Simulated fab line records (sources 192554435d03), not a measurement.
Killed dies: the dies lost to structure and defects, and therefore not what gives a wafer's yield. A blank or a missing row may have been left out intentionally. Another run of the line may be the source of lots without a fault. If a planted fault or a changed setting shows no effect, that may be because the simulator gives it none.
Chamber matching + flow n5-finfet + rie-diel-06 running N5_SD_EPI_N_ETCH_16: 4 sister chambers
The step etches SiO2 in CHF3/O2, target depth 5 nm. 24 wafers are shown with their chamber, then 12 later ones without.

== EACH WAFER AND ITS CHAMBER ==
| wafer  | chamber | drypump-motor-current-A (A) | showerhead-plenum-p-Torr (Torr) | rf-vpp-V (V) |
|--------|---------|-----------------------------|---------------------------------|--------------|
| L075.1 | 1       | 6.5                         | 2.50                            | 537          |
| L075.3 | 0       | 5.7                         | 2.54                            | 499          |
| L075.5 | 1       | 6.5                         | 2.50                            | 536          |
| L078.1 | 0       | 5.7                         | 2.54                            | 499          |
| L078.2 | 3       | 5.3                         | 2.49                            | 527          |
| L078.6 | 3       | 5.2                         | 2.49                            | 526          |
| L077.2 | 0       | 5.7                         | 2.54                            | 499          |
| L077.3 | 1       | 6.5                         | 2.50                            | 535          |
| L077.4 | 3       | 5.3                         | 2.49                            | 526          |
| L081.2 | 2       | 5.4                         | 2.39                            | 506          |
| L081.3 | 0       | 5.7                         | 2.54                            | 501          |
| L081.5 | 3       | 5.3                         | 2.49                            | 525          |
| L082.2 | 2       | 5.4                         | 2.39                            | 508          |
| L082.5 | 3       | 5.3                         | 2.49                            | 526          |
| L082.6 | 2       | 5.4                         | 2.39                            | 507          |
| L085.1 | 3       | 5.3                         | 2.49                            | 525          |
| L085.2 | 1       | 6.5                         | 2.49                            | 535          |
| L085.6 | 2       | 5.4                         | 2.39                            | 507          |
| L086.4 | 3       | 5.3                         | 2.49                            | 526          |
| L086.5 | 1       | 6.5                         | 2.49                            | 536          |
| L086.6 | 2       | 5.4                         | 2.39                            | 508          |
| L087.1 | 1       | 6.5                         | 2.49                            | 537          |
| L087.3 | 2       | 5.4                         | 2.39                            | 506          |
| L087.5 | 1       | 6.5                         | 2.49                            | 537          |

SIGNATURES (averages over the wafers above)
| reading                  | chamber 0 | chamber 1 | chamber 2 | chamber 3 | scatter within a chamber |
|--------------------------|-----------|-----------|-----------|-----------|--------------------------|
| drypump-motor-current-A  | 5.700     | 6.500     | 5.400     | 5.286     | 0.0207                   |
| showerhead-plenum-p-Torr | 2.5400    | 2.4943    | 2.3900    | 2.4900    | 0.00293                  |
| rf-vpp-V                 | 499.50    | 536.14    | 507.00    | 525.86    | 0.858                    |
Rule: a wafer lies at a distance from a chamber equal to the root of the sum of squares, over the readings, of (its reading less the chamber's mean, divided by the reading's scatter). The wafer belongs to the nearest chamber; if the next one is less than 2 further off, it can't be placed. The scatter is the square root of a quotient: the sum, over the shown wafers, of each reading's squared deviation from its chamber's mean, divided by wafers minus chambers.

== WAFERS WITH NO CHAMBER GIVEN ==
| wafer  | drypump-motor-current-A (A) | showerhead-plenum-p-Torr (Torr) | rf-vpp-V (V) |
|--------|-----------------------------|---------------------------------|--------------|
| L092.1 | 5.8                         | 2.53                            | 500          |
| L092.4 | 5.4                         | 2.39                            | 506          |
| L092.5 | 5.3                         | 2.48                            | 526          |
| L093.1 | 6.5                         | 2.48                            | 536          |
| L093.4 | 5.3                         | 2.48                            | 524          |
| L093.5 | 5.4                         | 2.38                            | 507          |
| L094.2 | 5.7                         | 2.53                            | 500          |
| L094.5 | 5.3                         | 2.48                            | 525          |
| L094.6 | 5.4                         | 2.38                            | 506          |
| L097.1 | 6.5                         | 2.48                            | 537          |
| L097.2 | 5.4                         | 2.38                            | 507          |
| L097.5 | 6.5                         | 2.48                            | 538          |

== WHICH CHAMBER EACH ONE RAN IN ==
| wafer  | from the rows above | in truth |
|--------|---------------------|----------|
| L092.1 | 0                   | 0        |
| L092.4 | 2                   | 2        |
| L092.5 | 3                   | 3        |
| L093.1 | 1                   | 1        |
| L093.4 | 3                   | 3        |
| L093.5 | 2                   | 2        |
| L094.2 | 0                   | 0        |
| L094.5 | 3                   | 3        |
| L094.6 | 2                   | 2        |
| L097.1 | 1                   | 1        |
| L097.2 | 2                   | 2        |
| L097.5 | 1                   | 1        |
Correct placement for 12 of the 12. Not placeable from these rows: 0. Number placed wrongly: 0.
